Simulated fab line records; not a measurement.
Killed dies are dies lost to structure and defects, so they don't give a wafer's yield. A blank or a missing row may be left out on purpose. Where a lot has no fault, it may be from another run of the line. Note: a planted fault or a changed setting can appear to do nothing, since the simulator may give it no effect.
fab line records + flow nand-harc
record:
- lots: 7
- wafers: 21
- last-day: 33
route steps=1302 shown A_STAIRCASE@700 END@1302
lots untouched by any fault: they come from a run of this same line in which no faults occurred
start-h: hours from the record's first day to the start of the lot's first wafer shown + wait-h: hours elapsed since this lot's preceding step + " as in the row above + L1.1+2: a single row standing in for several wafers + - no value, or no start given + * or withheld: withheld + < > ~ a bound
route shown NAME@n: names a module that has steps shown in the file, with the first one's number in the route + usual: mean and standard deviation over wafers with no fault + same: alike in all rows + chamber/n: place in a boat + sites: the reading at each site + _std_site: standard deviation of those values + _edge_site: mean of outer sites minus mean of inner sites + radius-mm: for every site, how far away it sits from the centre of the wafer + mask NAME#n: copy n + behind: the most recent tool/chamber to have shaped the wafer + hold: the reason the lot was held/the length of the hold in hours/how it ended + device: whichever transistor did not switch (one of n, p or np) + end of line: the route-end tests of the same wafers + a step given without rows: its recipe and nothing more + killed: dies lost to structure and defects at the first sort, not the wafer's yield + map: a wafer's dies, marking killed ones x, the rest . and places with no die _
set.NAME: the run value of the setting; set.NAME@STEP: its run value at that earlier step + model.NAME: the simulator's own value behind a step, which no gauge read
lots at selected steps of the route; one table per step, one row per wafer
services: a tool's chamber out of use, with start hour (start-h, from the record's first day; less than 0 if before it), hours out, and reason
== steps ==
step: NHARC_A_STAIRCASE_DESCUM_186
recipe:
- time-s: 3
- o2-flow-sccm: 200
- ar-flow-sccm: 0
- bias-power-w: 0
- chemistry: O2
step: NHARC_A_STAIRCASE_TRIM_187
recipe:
- time-s: 211.2
- o2-flow-sccm: 500
- ar-flow-sccm: 0
- bias-w: 0
- chemistry: O2
step: NHARC_A_STAIRCASE_ETCH_188
recipe:
- target-depth-a: 1000
- time-s: 40.5
- ion-energy-ev: 400
- c4f8-flow-sccm: 20
- o2-flow-sccm: 10
- ar-flow-sccm: withheld
- rf-w: 600
- bias-w: 1000
- chemistry: C4F8/O2
usual:
- oes-product-au: 0.942/0.014
- rf-vpp-V: 897/5.4
| lot.wafer | tool        | chamber | start-h | wait-h | oes-product-au | rf-hours-counter-h | rf-vpp-V |
|-----------|-------------|---------|---------|--------|----------------|--------------------|----------|
| L676.2    | rie-diel-01 | 2       | -       | -      | 0.935          | 39                 | 896      |
| L676.1    | "           | 0       | "       | "      | 0.963          | 40                 | 891      |
| L676.6    | "           | 2       | "       | "      | 0.948          | -                  | 896      |
| L677.3    | rie-diel-07 | 3       | -       | -      | 0.950          | 22                 | 904      |
| L677.4    | "           | 0       | "       | "      | 0.971          | 24                 | 900      |
| L677.6    | "           | 2       | "       | "      | 0.949          | -                  | 890      |
| L689.2    | rie-diel-04 | 1       | -       | -      | 0.955          | 37                 | 901      |
| L689.1    | "           | 2       | "       | "      | 0.944          | 39                 | 897      |
| L689.5    | "           | 2       | "       | "      | 0.928          | -                  | 898      |
| L690.3    | rie-diel-04 | 2       | -       | -      | 0.938          | 45                 | 898      |
| L690.1    | "           | 3       | "       | "      | 0.973          | 43                 | 896      |
| L690.2    | "           | 0       | "       | "      | 0.951          | 42                 | 903      |
| L691.3    | rie-diel-07 | 3       | -       | -      | 0.956          | 9                  | 902      |
| L691.5    | "           | 1       | "       | "      | 0.954          | -                  | 904      |
| L691.6    | "           | 2       | "       | "      | 0.955          | -                  | 892      |
| L692.2    | rie-diel-01 | 1       | -       | -      | 0.924          | 40                 | 889      |
| L692.1    | "           | 2       | "       | "      | 0.924          | 41                 | 894      |
| L692.6    | "           | 2       | "       | "      | 0.925          | -                  | 896      |
| L698.3    | rie-diel-04 | 2       | -       | -      | 0.932          | 15                 | 895      |
| L698.6    | "           | 1       | "       | "      | 0.923          | -                  | 901      |
| L698.4    | "           | 2       | "       | "      | 0.930          | -                  | 896      |
step: NHARC_A_STAIRCASE_TRIM_189
recipe:
- time-s: 211.2
- o2-flow-sccm: 500
- ar-flow-sccm: 0
- bias-w: 0
- chemistry: O2
usual:
- chamber-pressure-mTorr: 60.01/0.056
- drypump-motor-current-A: 5.7/0.33
- oes-product-au: 1.003/0.011
- rf-vpp-V: 57.9/0.93
- showerhead-plenum-p-Torr: 3.56/0.14
- throttle-valve-pct: 17.037/0.009
same:
- bias-w: 0
| lot.wafer | tool        | chamber | start-h | wait-h | chamber-pressure-mTorr | drypump-motor-current-A | oes-product-au | rf-hours-counter-h | rf-vpp-V | showerhead-plenum-p-Torr | throttle-valve-pct |
|-----------|-------------|---------|---------|--------|------------------------|-------------------------|----------------|--------------------|----------|--------------------------|--------------------|
| L676.2    | rie-diel-01 | 0       | -       | -      | 60.06                  | 5.7                     | 1.023          | 40                 | 58.6     | 3.43                     | 17.043             |
| L676.1    | "           | 1       | "       | "      | 60.01                  | 6.3                     | 1.004          | 39                 | 57.0     | 3.30                     | 17.031             |
| L676.6    | "           | 0       | "       | "      | 60.02                  | 5.7                     | 1.028          | -                  | 57.3     | 3.43                     | 17.040             |
| L677.4    | rie-diel-07 | 2       | -       | -      | 60.11                  | 5.2                     | 1.001          | 24                 | 56.3     | 3.41                     | 17.036             |
| L677.3    | "           | 1       | "       | "      | 60.17                  | 5.9                     | 1.002          | 22                 | 57.4     | 3.76                     | 17.036             |
| L677.6    | "           | 2       | "       | "      | 59.93                  | 5.2                     | 0.996          | -                  | 58.0     | 3.41                     | 17.040             |
| L689.2    | rie-diel-04 | 0       | -       | -      | 59.95                  | 5.8                     | 1.011          | 35                 | 58.4     | 3.72                     | 17.053             |
| L689.1    | "           | 1       | "       | "      | 60.02                  | 5.5                     | 1.011          | 37                 | 57.4     | 3.69                     | 17.044             |
| L689.5    | "           | 2       | "       | "      | 60.10                  | 5.7                     | 0.994          | -                  | 58.6     | 3.56                     | 17.035             |
| L690.2    | rie-diel-04 | 3       | -       | -      | 60.03                  | 5.6                     | 1.012          | 44                 | 59.0     | 3.57                     | 17.053             |
| L690.3    | "           | 0       | "       | "      | 59.94                  | 5.8                     | 1.004          | 42                 | 56.8     | 3.72                     | 17.042             |
| L690.1    | "           | 1       | "       | "      | 60.07                  | 5.5                     | 1.009          | 43                 | 58.3     | 3.69                     | 17.037             |
| L691.3    | rie-diel-07 | 1       | -       | -      | 60.04                  | 5.9                     | 1.009          | 10                 | 57.2     | 3.74                     | 17.029             |
| L691.6    | "           | 0       | "       | "      | 60.03                  | 5.2                     | 1.011          | -                  | 57.3     | 3.61                     | 17.047             |
| L691.5    | "           | 1       | "       | "      | 59.94                  | 5.9                     | 1.011          | -                  | 59.8     | 3.74                     | 17.024             |
| L692.2    | rie-diel-01 | 3       | -       | -      | 60.01                  | 6.3                     | 1.008          | 43                 | 56.8     | 3.51                     | 17.052             |
| L692.1    | "           | 0       | "       | "      | 60.02                  | 5.7                     | 1.021          | 42                 | 57.3     | 3.40                     | 17.035             |
| L692.6    | "           | 2       | "       | "      | 59.92                  | 5.7                     | 0.995          | -                  | 58.1     | 3.52                     | 17.046             |
| L698.3    | rie-diel-04 | 0       | -       | -      | 59.96                  | 5.8                     | 0.991          | 5                  | 58.4     | 3.71                     | 17.044             |
| L698.4    | "           | 2       | "       | "      | 60.06                  | 5.7                     | 0.978          | -                  | 57.7     | 3.54                     | 17.032             |
| L698.6    | "           | 0       | "       | "      | 60.04                  | 5.8                     | 0.995          | -                  | 58.3     | 3.71                     | 17.043             |
step: NHARC_A_STAIRCASE_ETCH_190
recipe:
- target-depth-a: 1000
- time-s: 40.5
- ion-energy-ev: 400
- c4f8-flow-sccm: 20
- o2-flow-sccm: 10
- ar-flow-sccm: withheld
- rf-w: 600
- bias-w: 1000
- chemistry: C4F8/O2
step: NHARC_A_STAIRCASE_TRIM_191
recipe:
- time-s: 211.2
- o2-flow-sccm: 500
- ar-flow-sccm: 0
- bias-w: 0
- chemistry: O2
step: NHARC_A_STAIRCASE_ETCH_192
recipe:
- target-depth-a: 1000
- time-s: 40.5
- ion-energy-ev: 400
- c4f8-flow-sccm: 20
- o2-flow-sccm: 10
- ar-flow-sccm: withheld
- rf-w: 600
- bias-w: 1000
- chemistry: C4F8/O2
usual:
- oes-product-au: 0.943/0.011
- rf-vpp-V: 897/5.4
| lot.wafer | tool        | chamber | start-h | wait-h | oes-product-au | rf-hours-counter-h | rf-vpp-V |
|-----------|-------------|---------|---------|--------|----------------|--------------------|----------|
| L676.1    | rie-diel-01 | 2       | -       | -      | 0.942          | 39                 | 897      |
| L676.2    | "           | 0       | "       | "      | 0.973          | 40                 | 892      |
| L676.6    | "           | 0       | "       | "      | 0.967          | -                  | 893      |
| L677.4    | rie-diel-07 | 3       | -       | -      | 0.947          | 22                 | 904      |
| L677.3    | "           | 1       | "       | "      | 0.938          | 22                 | 905      |
| L677.6    | "           | 3       | "       | "      | 0.934          | -                  | 904      |
| L689.1    | rie-diel-04 | 3       | -       | -      | 0.935          | 37                 | 898      |
| L689.2    | "           | 1       | "       | "      | 0.948          | 37                 | 900      |
| L689.5    | "           | 0       | "       | "      | 0.932          | -                  | 904      |
| L690.1    | rie-diel-04 | 2       | -       | -      | 0.929          | 45                 | 898      |
| L690.3    | "           | 0       | "       | "      | 0.940          | 42                 | 903      |
| L690.2    | "           | 1       | "       | "      | 0.962          | 43                 | 902      |
| L691.3    | rie-diel-07 | 3       | -       | -      | 0.934          | 9                  | 904      |
| L691.6    | "           | 3       | "       | "      | 0.936          | -                  | 903      |
| L691.5    | "           | 0       | "       | "      | 0.944          | -                  | 899      |
| L692.2    | rie-diel-01 | 1       | -       | -      | 0.935          | 40                 | 887      |
| L692.1    | "           | 3       | "       | "      | 0.944          | 43                 | 894      |
| L692.6    | "           | 1       | "       | "      | 0.946          | -                  | 887      |
| L698.3    | rie-diel-04 | 0       | -       | -      | 0.936          | 6                  | 901      |
| L698.6    | "           | 1       | "       | "      | 0.917          | -                  | 902      |
| L698.4    | "           | 2       | "       | "      | 0.927          | -                  | 896      |
step: NHARC_A_STAIRCASE_TRIM_193
recipe:
- time-s: 211.2
- o2-flow-sccm: 500
- ar-flow-sccm: 0
- bias-w: 0
- chemistry: O2
usual:
- chamber-pressure-mTorr: 60.00/0.052
- drypump-motor-current-A: 5.7/0.33
- oes-product-au: 1.001/0.012
- rf-vpp-V: 57.9/1
- showerhead-plenum-p-Torr: 3.56/0.14
- throttle-valve-pct: 17.037/0.0081
same:
- bias-w: 0
| lot.wafer | tool        | chamber | start-h | wait-h | chamber-pressure-mTorr | drypump-motor-current-A | oes-product-au | rf-hours-counter-h | rf-vpp-V | showerhead-plenum-p-Torr | throttle-valve-pct |
|-----------|-------------|---------|---------|--------|------------------------|-------------------------|----------------|--------------------|----------|--------------------------|--------------------|
| L676.2    | rie-diel-01 | 1       | -       | -      | 59.99                  | 6.2                     | 1.001          | 39                 | 58.3     | 3.30                     | 17.031             |
| L676.1    | "           | 2       | "       | "      | 60.06                  | 5.7                     | 1.000          | 39                 | 57.8     | 3.55                     | 17.039             |
| L676.6    | "           | 1       | "       | "      | 60.03                  | 6.2                     | 1.006          | -                  | 58.2     | 3.30                     | 17.038             |
| L677.4    | rie-diel-07 | 1       | -       | -      | 59.99                  | 5.9                     | 1.006          | 22                 | 57.6     | 3.76                     | 17.052             |
| L677.3    | "           | 2       | "       | "      | 59.97                  | 5.2                     | 1.000          | 24                 | 57.2     | 3.41                     | 17.053             |
| L677.6    | "           | 0       | "       | "      | 60.09                  | 5.2                     | 1.004          | -                  | 57.1     | 3.63                     | 17.024             |
| L689.2    | rie-diel-04 | 3       | -       | -      | 59.99                  | 5.6                     | 0.987          | 37                 | 56.5     | 3.57                     | 17.030             |
| L689.1    | "           | 0       | "       | "      | 59.93                  | 5.8                     | 0.978          | 35                 | 57.4     | 3.72                     | 17.043             |
| L689.5    | "           | 0       | "       | "      | 60.06                  | 5.8                     | 0.982          | -                  | 58.6     | 3.72                     | 17.035             |
| L690.1    | rie-diel-04 | 3       | -       | -      | 59.99                  | 5.7                     | 1.011          | 44                 | 57.8     | 3.57                     | 17.049             |
| L690.3    | "           | 0       | "       | "      | 60.04                  | 5.8                     | 0.990          | 42                 | 58.5     | 3.72                     | 17.033             |
| L690.2    | "           | 1       | "       | "      | 60.02                  | 5.5                     | 1.011          | 43                 | 59.5     | 3.69                     | 17.030             |
| L691.3    | rie-diel-07 | 3       | -       | -      | 60.09                  | 5.4                     | 0.996          | 9                  | 56.5     | 3.74                     | 17.044             |
| L691.5    | "           | 3       | "       | "      | 59.99                  | 5.4                     | 1.001          | -                  | 59.4     | 3.74                     | 17.035             |
| L691.6    | "           | 0       | "       | "      | 60.03                  | 5.2                     | 1.003          | -                  | 57.2     | 3.61                     | 17.035             |
| L692.1    | rie-diel-01 | 0       | -       | -      | 59.95                  | 5.7                     | 1.018          | 42                 | 55.8     | 3.40                     | 17.041             |
| L692.2    | "           | 2       | "       | "      | 60.05                  | 5.7                     | 1.000          | 41                 | 56.5     | 3.52                     | 17.036             |
| L692.6    | "           | 3       | "       | "      | 59.97                  | 6.3                     | 1.004          | -                  | 58.2     | 3.51                     | 17.034             |
| L698.3    | rie-diel-04 | 2       | -       | -      | 60.01                  | 5.7                     | 0.984          | 16                 | 57.1     | 3.54                     | 17.029             |
| L698.6    | "           | 0       | "       | "      | 59.94                  | 5.8                     | 1.002          | -                  | 55.9     | 3.71                     | 17.031             |
| L698.4    | "           | 1       | "       | "      | 59.93                  | 5.5                     | 0.981          | -                  | 59.1     | 3.67                     | 17.033             |
step: NHARC_A_STAIRCASE_ETCH_194
recipe:
- target-depth-a: 1000
- time-s: 40.5
- ion-energy-ev: 400
- c4f8-flow-sccm: 20
- o2-flow-sccm: 10
- ar-flow-sccm: withheld
- rf-w: 600
- bias-w: 1000
- chemistry: C4F8/O2
step: NHARC_A_STAIRCASE_TRIM_196
recipe:
- time-s: 211.2
- o2-flow-sccm: 500
- ar-flow-sccm: 0
- bias-w: 0
- chemistry: O2
step: NHARC_A_STAIRCASE_ETCH_197
recipe:
- target-depth-a: 1000
- time-s: 40.5
- ion-energy-ev: 400
- c4f8-flow-sccm: 20
- o2-flow-sccm: 10
- ar-flow-sccm: withheld
- rf-w: 600
- bias-w: 1000
- chemistry: C4F8/O2
usual:
- oes-product-au: 0.952/0.019
- rf-vpp-V: 897/5
| lot.wafer | tool        | chamber | start-h | wait-h | oes-product-au | rf-hours-counter-h | rf-vpp-V |
|-----------|-------------|---------|---------|--------|----------------|--------------------|----------|
| L676.1    | rie-diel-07 | 1       | -       | -      | 0.961          | 15                 | 905      |
| L676.2    | "           | 2       | "       | "      | 0.966          | 12                 | 890      |
| L676.6    | "           | 1       | "       | "      | 0.965          | -                  | 905      |
| L677.4    | rie-diel-01 | 1       | -       | -      | 0.964          | 48                 | 890      |
| L677.3    | "           | 2       | "       | "      | 0.962          | 48                 | 897      |
| L677.6    | "           | 3       | "       | "      | 0.989          | -                  | 897      |
| L689.2    | rie-diel-04 | 2       | -       | -      | 0.924          | 40                 | 896      |
| L689.1    | "           | 0       | "       | "      | 0.928          | 35                 | 903      |
| L689.5    | "           | 1       | "       | "      | 0.952          | -                  | 902      |
| L690.2    | rie-diel-07 | 1       | -       | -      | 0.959          | 7                  | 903      |
| L690.3    | "           | 2       | "       | "      | 0.949          | 6                  | 890      |
| L690.1    | "           | 3       | "       | "      | 0.934          | 6                  | 903      |
| L691.3    | rie-diel-07 | 0       | -       | -      | 0.949          | 9                  | 900      |
| L691.6    | "           | 0       | "       | "      | 0.952          | -                  | 899      |
| L691.5    | "           | 1       | "       | "      | 0.956          | -                  | 904      |
| L692.2    | rie-diel-04 | 2       | -       | -      | 0.953          | 51                 | 896      |
| L692.1    | "           | 3       | "       | "      | 0.967          | 49                 | 897      |
| L692.6    | "           | 2       | "       | "      | 0.947          | -                  | 898      |
| L698.3    | rie-diel-01 | 1       | -       | -      | 0.930          | 9                  | 906      |
| L698.4    | "           | 3       | "       | "      | 0.946          | -                  | 895      |
| L698.6    | "           | 0       | "       | "      | 0.968          | -                  | 890      |
step: NHARC_A_STAIRCASE_TRIM_198
recipe:
- time-s: 211.2
- o2-flow-sccm: 500
- ar-flow-sccm: 0
- bias-w: 0
- chemistry: O2
usual:
- bias-w: 0/0
- chamber-pressure-mTorr: 60.00/0.06
- drypump-motor-current-A: 5.7/0.33
- oes-product-au: 1.002/0.012
- rf-vpp-V: 57.9/0.87
- showerhead-plenum-p-Torr: 3.57/0.14
- throttle-valve-pct: 17.036/0.0075
| lot.wafer | tool        | chamber | start-h | wait-h | bias-w | chamber-pressure-mTorr | drypump-motor-current-A | oes-product-au | rf-hours-counter-h | rf-vpp-V | showerhead-plenum-p-Torr | throttle-valve-pct |
|-----------|-------------|---------|---------|--------|--------|------------------------|-------------------------|----------------|--------------------|----------|--------------------------|--------------------|
| L676.2    | rie-diel-07 | 2       | 349.16  | -      | 0      | 59.99                  | 5.2                     | 1.003          | 12                 | 57.4     | 3.41                     | 17.042             |
| L676.1    | "           | 3       | "       | "      | 0      | 59.89                  | 5.4                     | 0.982          | 12                 | 59.6     | 3.77                     | 17.039             |
| L676.6    | "           | 1       | "       | "      | 0      | 59.98                  | 5.9                     | 0.999          | -                  | 57.5     | 3.77                     | 17.040             |
| L677.3    | rie-diel-01 | 3       | 372.44  | -      | 0      | 59.88                  | 6.3                     | 1.003          | 51                 | 58.4     | 3.53                     | 17.042             |
| L677.4    | "           | 2       | "       | "      | 0      | 60.13                  | 5.7                     | 1.004          | 48                 | 58.4     | 3.54                     | 17.040             |
| L677.6    | "           | 3       | "       | "      | 0      | 59.89                  | 6.3                     | 0.994          | -                  | 58.5     | 3.53                     | 17.048             |
| L689.2    | rie-diel-04 | 1       | 479.34  | -      | -      | -                      | -                       | -              | -                  | -        | -                        | -                  |
| L689.1    | "           | 3       | "       | "      | -      | -                      | -                       | -              | -                  | -        | -                        | -                  |
| L689.5    | "           | 1       | "       | "      | -      | -                      | -                       | -              | -                  | -        | -                        | -                  |
| L690.3    | rie-diel-07 | 3       | 501.63  | -      | -      | -                      | -                       | -              | -                  | -        | -                        | -                  |
| L690.1    | "           | 0       | "       | "      | -      | -                      | -                       | -              | -                  | -        | -                        | -                  |
| L690.2    | "           | 1       | "       | "      | -      | -                      | -                       | -              | -                  | -        | -                        | -                  |
| L691.3    | rie-diel-07 | 0       | 515.95  | -      | -      | -                      | -                       | -              | -                  | -        | -                        | -                  |
| L691.5    | "           | 3       | "       | "      | -      | -                      | -                       | -              | -                  | -        | -                        | -                  |
| L691.6    | "           | 0       | "       | "      | -      | -                      | -                       | -              | -                  | -        | -                        | -                  |
| L692.2    | rie-diel-04 | 2       | 516.75  | -      | 0      | 60.04                  | 5.7                     | 0.992          | 51                 | 56.5     | 3.55                     | 17.052             |
| L692.1    | "           | 3       | "       | "      | 0      | 59.98                  | 5.7                     | 1.005          | 49                 | 57.5     | 3.56                     | 17.029             |
| L692.6    | "           | 0       | "       | "      | 0      | 59.97                  | 5.8                     | 0.987          | -                  | 57.7     | 3.72                     | 17.030             |
| L698.3    | rie-diel-01 | 3       | 585.06  | -      | 0      | 60.03                  | 6.3                     | 1.019          | 3                  | 57.3     | 3.50                     | 17.044             |
| L698.4    | "           | 1       | "       | "      | 0      | 60.00                  | 6.3                     | 0.983          | -                  | 59.5     | 3.80                     | 17.039             |
| L698.6    | "           | 3       | "       | "      | 0      | 60.02                  | 6.3                     | 1.003          | -                  | 56.5     | 3.50                     | 17.033             |
step: NHARC_A_STAIRCASE_ETCH_199
recipe:
- target-depth-a: 1000
- time-s: 40.5
- ion-energy-ev: 400
- c4f8-flow-sccm: 20
- o2-flow-sccm: 10
- ar-flow-sccm: withheld
- rf-w: 600
- bias-w: 1000
- chemistry: C4F8/O2
step: NHARC_END_SORT_01
recipe:
- temp-c: 25
usual:
- killed-at-array: 57/20
- killed-at-other: 1.0/1.5
- killed-at-periphery: 3.5/2.5
- killed-dies: 62/21
- killed-open: 3.5/1.9
- killed-short: 2.4/1.6
same:
- gross-dies: 677
| lot.wafer | tool      | chamber | start-h | wait-h | killed-at-array | killed-at-other | killed-at-periphery | killed-dies | killed-open | killed-short |
|-----------|-----------|---------|---------|--------|-----------------|-----------------|---------------------|-------------|-------------|--------------|
| L689.1    | prober-01 | 0       | 692.51  | 2.5    | 673             | 1               | 3                   | 677         | 4           | 6            |
| L689.2    | prober-01 | 0       | 693.32  | 2.8    | 668             | 3               | 6                   | 677         | 0           | 2            |
| L689.5    | prober-01 | 0       | 695.74  | 3.7    | 672             | 2               | 3                   | 677         | 1           | 1            |
| L690.1    | prober-02 | 0       | 703.80  | 2.5    | 671             | 1               | 5                   | 677         | 5           | 1            |
| L690.2    | prober-02 | 0       | 704.61  | 2.8    | 672             | 2               | 3                   | 677         | 6           | 3            |
| L690.3    | prober-02 | 0       | 705.41  | 3.1    | 673             | 1               | 3                   | 677         | 2           | 4            |
| L691.3    | prober-02 | 0       | 713.25  | 3.1    | 673             | 0               | 4                   | 677         | 2           | 2            |
| L691.5    | prober-02 | 0       | 714.82  | 3.7    | 673             | 0               | 4                   | 677         | 8           | 1            |
| L691.6    | prober-02 | 0       | 715.61  | 3.9    | 674             | 0               | 3                   | 677         | 1           | 3            |
killed by level:class
L689.1 A_STAIRCASE:area-trim=615 A_SLIT:chamber-film-flake=26 A_CHANNEL_HOLE_D2:chamber-film-flake=13 A_CHANNEL_HOLE_D1:chamber-film-flake=4 A_CONTACT:chamber-film-flake=4 A_STAIRCASE:chamber-film-flake=2 P_GATE:geometric-particle:short=1 P_CONTACT:geometric-particle:open=1
L689.2 A_STAIRCASE:area-trim=619 A_SLIT:chamber-film-flake=18 A_CHANNEL_HOLE_D1:chamber-film-flake=11 A_CHANNEL_HOLE_D2:chamber-film-flake=11 P_GATE:chamber-film-flake=5 A_CONTACT:chamber-film-flake=5 THIN_TSV:chamber-film-flake=3 A_CHANNEL_HOLE_D1:geometric-particle:short=1
L689.5 A_STAIRCASE:area-trim=617 A_SLIT:chamber-film-flake=26 A_CHANNEL_HOLE_D2:chamber-film-flake=14 A_CHANNEL_HOLE_D1:chamber-film-flake=5 A_STAIRCASE:chamber-film-flake=4 A_CONTACT:chamber-film-flake=4 P_GATE:chamber-film-flake=2 STARTING-WAFER:geometric-particle:open=1
L690.1 A_STAIRCASE:area-trim=602 A_SLIT:chamber-film-flake=32 A_CHANNEL_HOLE_D2:chamber-film-flake=20 A_CHANNEL_HOLE_D1:chamber-film-flake=6 A_CONTACT:chamber-film-flake=4 P_GATE:chamber-film-flake=2 P_CONTACT:geometric-particle:open=1 P_M0:geometric-particle:open=1
L690.2 A_STAIRCASE:area-trim=597 A_SLIT:chamber-film-flake=37 A_CHANNEL_HOLE_D2:chamber-film-flake=12 A_CHANNEL_HOLE_D1:chamber-film-flake=8 A_CONTACT:chamber-film-flake=5 A_WL_FILL:geometric-particle:short=2 THIN_TSV:chamber-film-flake=2 A_BONDPAD:chamber-film-flake=2
L690.3 A_STAIRCASE:area-trim=607 A_SLIT:chamber-film-flake=25 A_CHANNEL_HOLE_D2:chamber-film-flake=15 A_CHANNEL_HOLE_D1:chamber-film-flake=7 A_CONTACT:chamber-film-flake=6 A_STAIRCASE:chamber-film-flake=4 A_BONDPAD:chamber-film-flake=3 A_CHANNEL_FILL_D2:chamber-film-flake=2
L691.3 A_STAIRCASE:area-trim=615 A_SLIT:chamber-film-flake=32 A_CHANNEL_HOLE_D2:chamber-film-flake=15 A_CHANNEL_HOLE_D1:chamber-film-flake=4 P_BONDPAD:chamber-film-flake=2 A_STAIRCASE:chamber-film-flake=2 A_CONTACT:chamber-film-flake=2 P_BONDPAD:geometric-particle:open=1
L691.5 A_STAIRCASE:area-trim=622 A_SLIT:chamber-film-flake=32 A_CHANNEL_HOLE_D1:chamber-film-flake=5 A_CHANNEL_HOLE_D2:chamber-film-flake=5 A_SOURCE_PLATE:geometric-particle:open=3 P_CONTACT:geometric-particle:open=2 P_BONDPAD:chamber-film-flake=2 A_ONON_D1:geometric-particle:open=1
L691.6 A_STAIRCASE:area-trim=628 A_SLIT:chamber-film-flake=21 A_CHANNEL_HOLE_D2:chamber-film-flake=8 A_CHANNEL_HOLE_D1:chamber-film-flake=7 P_BONDPAD:chamber-film-flake=2 A_DECK1_JOINT:chamber-film-flake=2 A_ONON_D1:geometric-particle:short=1 A_CHANNEL_FILL_D1:geometric-particle:short=1
map L689.1 (x killed, . not)
____________x____________
_________xxxxxxx_________
_______xxxxxxxxxxx_______
______xxxxxxxxxxxxx______
_____xxxxxxxxxxxxxxx_____
____xxxxxxxxxxxxxxxxx____
____xxxxxxxxxxxxxxxxx____
___xxxxxxxxxxxxxxxxxxx___
___xxxxxxxxxxxxxxxxxxx___
__xxxxxxxxxxxxxxxxxxxxx__
__xxxxxxxxxxxxxxxxxxxxx__
_xxxxxxxxxxxxxxxxxxxxxxx_
_xxxxxxxxxxxxxxxxxxxxxxx_
_xxxxxxxxxxxxxxxxxxxxxxx_
_xxxxxxxxxxxxxxxxxxxxxxx_
_xxxxxxxxxxxxxxxxxxxxxxx_
xxxxxxxxxxxxxxxxxxxxxxxxx
xxxxxxxxxxxxxxxxxxxxxxxxx
xxxxxxxxxxxxxxxxxxxxxxxxx
xxxxxxxxxxxxxxxxxxxxxxxxx
xxxxxxxxxxxxxxxxxxxxxxxxx
_xxxxxxxxxxxxxxxxxxxxxxx_
_xxxxxxxxxxxxxxxxxxxxxxx_
_xxxxxxxxxxxxxxxxxxxxxxx_
_xxxxxxxxxxxxxxxxxxxxxxx_
_xxxxxxxxxxxxxxxxxxxxxxx_
__xxxxxxxxxxxxxxxxxxxxx__
__xxxxxxxxxxxxxxxxxxxxx__
___xxxxxxxxxxxxxxxxxxx___
___xxxxxxxxxxxxxxxxxxx___
____xxxxxxxxxxxxxxxxx____
____xxxxxxxxxxxxxxxxx____
_____xxxxxxxxxxxxxxx_____
______xxxxxxxxxxxxx______
_______xxxxxxxxxxx_______
_________xxxxxxx_________
____________x____________
map L690.1 (x killed, . not)
____________x____________
_________xxxxxxx_________
_______xxxxxxxxxxx_______
______xxxxxxxxxxxxx______
_____xxxxxxxxxxxxxxx_____
____xxxxxxxxxxxxxxxxx____
____xxxxxxxxxxxxxxxxx____
___xxxxxxxxxxxxxxxxxxx___
___xxxxxxxxxxxxxxxxxxx___
__xxxxxxxxxxxxxxxxxxxxx__
__xxxxxxxxxxxxxxxxxxxxx__
_xxxxxxxxxxxxxxxxxxxxxxx_
_xxxxxxxxxxxxxxxxxxxxxxx_
_xxxxxxxxxxxxxxxxxxxxxxx_
_xxxxxxxxxxxxxxxxxxxxxxx_
_xxxxxxxxxxxxxxxxxxxxxxx_
xxxxxxxxxxxxxxxxxxxxxxxxx
xxxxxxxxxxxxxxxxxxxxxxxxx
xxxxxxxxxxxxxxxxxxxxxxxxx
xxxxxxxxxxxxxxxxxxxxxxxxx
xxxxxxxxxxxxxxxxxxxxxxxxx
_xxxxxxxxxxxxxxxxxxxxxxx_
_xxxxxxxxxxxxxxxxxxxxxxx_
_xxxxxxxxxxxxxxxxxxxxxxx_
_xxxxxxxxxxxxxxxxxxxxxxx_
_xxxxxxxxxxxxxxxxxxxxxxx_
__xxxxxxxxxxxxxxxxxxxxx__
__xxxxxxxxxxxxxxxxxxxxx__
___xxxxxxxxxxxxxxxxxxx___
___xxxxxxxxxxxxxxxxxxx___
____xxxxxxxxxxxxxxxxx____
____xxxxxxxxxxxxxxxxx____
_____xxxxxxxxxxxxxxx_____
______xxxxxxxxxxxxx______
_______xxxxxxxxxxx_______
_________xxxxxxx_________
____________x____________
== services ==
| tool        | chamber | start-h | hours | kind       |
|-------------|---------|---------|-------|------------|
| rie-diel-04 | 0       | 336.38  | -     | clean      |
| rie-diel-04 | 1       | 336.38  | -     | clean      |
| rie-diel-04 | 2       | 336.38  | -     | clean      |
| rie-diel-04 | 3       | 336.38  | -     | clean      |
| rie-diel-01 | 3       | 345.57  | 6.2   | repair     |
| rie-diel-04 | -       | 354.90  | 9.0   | pm         |
| rie-diel-04 | 0       | 354.90  | 9.0   | vent-cycle |
| rie-diel-04 | 1       | 354.90  | 9.0   | vent-cycle |
| rie-diel-04 | 2       | 354.90  | 9.0   | vent-cycle |
| rie-diel-04 | 3       | 354.90  | 9.0   | vent-cycle |
| rie-diel-07 | 1       | 359.86  | 2.9   | repair     |
| rie-diel-04 | 0       | 363.90  | -     | clean      |
| rie-diel-01 | 1       | 366.50  | 3.8   | repair     |
| rie-diel-01 | 3       | 378.09  | 9.6   | repair     |
| rie-diel-01 | -       | 380.80  | 9.0   | pm         |
| rie-diel-07 | 0       | 393.62  | 9.9   | repair     |
| rie-diel-07 | 0       | 403.85  | 8.8   | repair     |
| rie-diel-07 | -       | 471.20  | 9.0   | pm         |
| rie-diel-04 | -       | 532.93  | 9.0   | pm         |
| rie-diel-07 | 1       | 554.62  | 4.5   | repair     |
| rie-diel-07 | 0       | 555.62  | 7.3   | repair     |
| rie-diel-01 | -       | 557.89  | 9.0   | pm         |
| rie-diel-01 | 2       | 581.64  | 14.5  | repair     |
| rie-diel-04 | 3       | 582.21  | 24.3  | repair     |
== key ==
first-sign:
- step: NHARC_A_STAIRCASE_TRIM_198
- reading: tool-record
- direction: missing
effect:
- step: NHARC_END_SORT_01
- reading: killed-at-array
- direction: up
- sigmas: 30
- usual: 57
- struck: 672
more-kills-born-at:
- NHARC_A_STAIRCASE_TRIM_198@rie-diel-07: 3672
- NHARC_A_STAIRCASE_TRIM_198@rie-diel-04: 1851
met-at NHARC_A_STAIRCASE_TRIM_198
struck-wafers L689.1,L689.2,L689.5,L690.1,L690.2,L690.3,L691.3,L691.5,L691.6
later-rows-left-out L689.1,L689.2,L689.5,L690.1,L690.2,L690.3,L691.3,L691.5,L691.6
tester-left-out L689,L690,L691
onset-between 349.16 479.34
fault:
- kind: skipped-step-whole
- tool: rie-diel-04,rie-diel-07
- chamber: -
- onset-h: 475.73
- steps: NHARC_A_STAIRCASE_TRIM_198
- scope: struck-lots-only
tester-left-out: of these lots the tester's yield and bins aren't shown, on N5 and GAA mostly nor the transistor test; their killed dies are dies lost to structure and defects alone, not to doping, threshold or leakage, so they don't give the yield
later-rows-left-out: the simulator's readings of these wafers behind a module that went badly wrong aren't trusted and aren't shown, but for the sort
